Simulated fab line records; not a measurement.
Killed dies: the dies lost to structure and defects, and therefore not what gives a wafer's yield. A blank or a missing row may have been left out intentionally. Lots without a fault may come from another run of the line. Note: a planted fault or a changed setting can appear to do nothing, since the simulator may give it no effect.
A lot that was struck, set against a sound lot	flow nand-harc	15 steps out of a route of 1302
Sound: the wafers L847.3, L847.4, L847.5. Struck: wafer L856.4 (left out: L856.3, L856.5 of the same lot, which were not struck); the cause appears at the end.
Order at every step that has rows: each side's tool, ch and its chambers, its first start. Under that, the readings that differ: sound wafers	struck wafers	difference of the means	sigmas: that difference in standard deviations of wafers without a fault.
alike: a reading whose means differ by less than 2 such deviations, as well as words and numbers matching on both sides. not compared: withheld readings; readings where some wafer has no value; bounds like >300 that might hide an equal value; numbers whose values overlap and for which the record gives no deviation.
The two part at a step that has a row with sigmas, a row that says differs or no value, or rows on one side only. Non-overlapping numbers with no deviation appear without sigmas and do not part them. Lack of a reading on every wafer of one side parts them only where that side has two or more wafers.

first, 5 steps without rows for these wafers: NHARC_A_CONTACT_SOFTBAKE_64 (time 55 s); NHARC_A_CONTACT_EBR_65; NHARC_A_CONTACT_EXPOSE_66 (exposes mask A CC 2); NHARC_A_CONTACT_PEB_67 (peb time 65 s); NHARC_A_CONTACT_DEVELOP_68 (develop time 35 s).
NHARC_A_CONTACT_CD_MEAS_69: target cd 300 nm.
  sound on cd-sem-01 ch 0, day 24 15:41; struck on cd-sem-02 ch 0, day 28 09:44
  alike: cd-nm
NHARC_A_CONTACT_OVL_MEAS_70:
  struck on overlay-02, day 28 09:49; sound on overlay-02, day 24 15:47
reading	sound	struck	difference	sigmas
overlay-y-nm (nm)	-0.5 0.9 0.2	-1.8	-2.0	-2
  alike: overlay-x-nm
NHARC_A_CONTACT_INSPECT_71:
  struck on defect-inspect-02, day 28 09:51; sound on defect-inspect-01, day 24 15:49
  alike: raw-defect-count
NHARC_A_CONTACT_DESCUM_74: chemistry O2, time 3 s.
  sound on rie-diel-05 ch 1,2,3, day 24 15:53; struck on rie-diel-04 ch 1, day 28 09:55
reading	sound	struck	difference	sigmas
showerhead-plenum-p-Torr (Torr)	1.89 1.96 1.78	2.06	+0.18	+2
  alike: drypump-motor-current-A, oes-product-au, rf-vpp-V, throttle-valve-pct
  not compared: rf-hours-counter-h
NHARC_A_CONTACT_ETCH_75: etches the open film in CF4, target depth 39 nm, time 65 s.
  sound on rie-diel-05 ch 0,2,3, day 24 15:58; struck on rie-diel-04 ch 0, day 28 10:00
  alike: drypump-motor-current-A, oes-product-au, rf-fwd-power-W, rf-vpp-V, showerhead-plenum-p-Torr, throttle-valve-pct
  not compared: rf-hours-counter-h
NHARC_A_CONTACT_ETCH_76: etches the open film in N2/H2, target depth 260 nm, time 475.3 s.
  sound on rie-diel-05 ch 0,2,3; struck on rie-diel-04 ch 0
  alike: drypump-motor-current-A, oes-product-au, rf-fwd-power-W, rf-vpp-V, showerhead-plenum-p-Torr, throttle-valve-pct
  not compared: rf-hours-counter-h
NHARC_A_CONTACT_ETCH_77: etches the open film in CF4/CHF3, target depth 108.9 nm, time 54.5 s.
  sound on rie-diel-05 ch 2,3; struck on rie-diel-04 ch 2
  alike: drypump-motor-current-A, oes-product-au, rf-fwd-power-W, rf-vpp-V, showerhead-plenum-p-Torr, throttle-valve-pct
  not compared: rf-hours-counter-h
NHARC_A_CONTACT_ETCH_78: etches the open film in O2/COS, target depth 5300 nm, time 1378 s.
  sound on rie-diel-05 ch 1,3, day 24 16:29; struck on rie-diel-04 ch 1, day 28 10:31
reading	sound	struck	difference	sigmas
oes-product-au (a.u.)	0.985 0.993 0.988	0.827	-0.162	-17
  alike: drypump-motor-current-A, rf-fwd-power-W, rf-vpp-V, showerhead-plenum-p-Torr, throttle-valve-pct
  not compared: rf-hours-counter-h
NHARC_A_CONTACT_ETCH_124: etches the open film in C4F8/O2/Ar, time 140 s, target depth 700 nm.
  sound on har-cap-etch-02 ch 0,1, day 24 17:30; struck on har-cap-etch-03 ch 0, day 28 11:32
  not compared: rf-hours-counter-h
-- record jumps: 3 days between struck wafers' starts before vs after; left off in module A_CONTACT, resumes in module END, first step shown is number 1302 of the route --
NHARC_END_SORT_01:
  here the record holds rows for the struck wafers (prober-01 ch 0, day 31 05:00) but none for the sound ones

== WHERE THEY PART ==
First at NHARC_A_CONTACT_OVL_MEAS_70; last, within this record, at NHARC_END_SORT_01.

WHY: the cause the simulator had injected
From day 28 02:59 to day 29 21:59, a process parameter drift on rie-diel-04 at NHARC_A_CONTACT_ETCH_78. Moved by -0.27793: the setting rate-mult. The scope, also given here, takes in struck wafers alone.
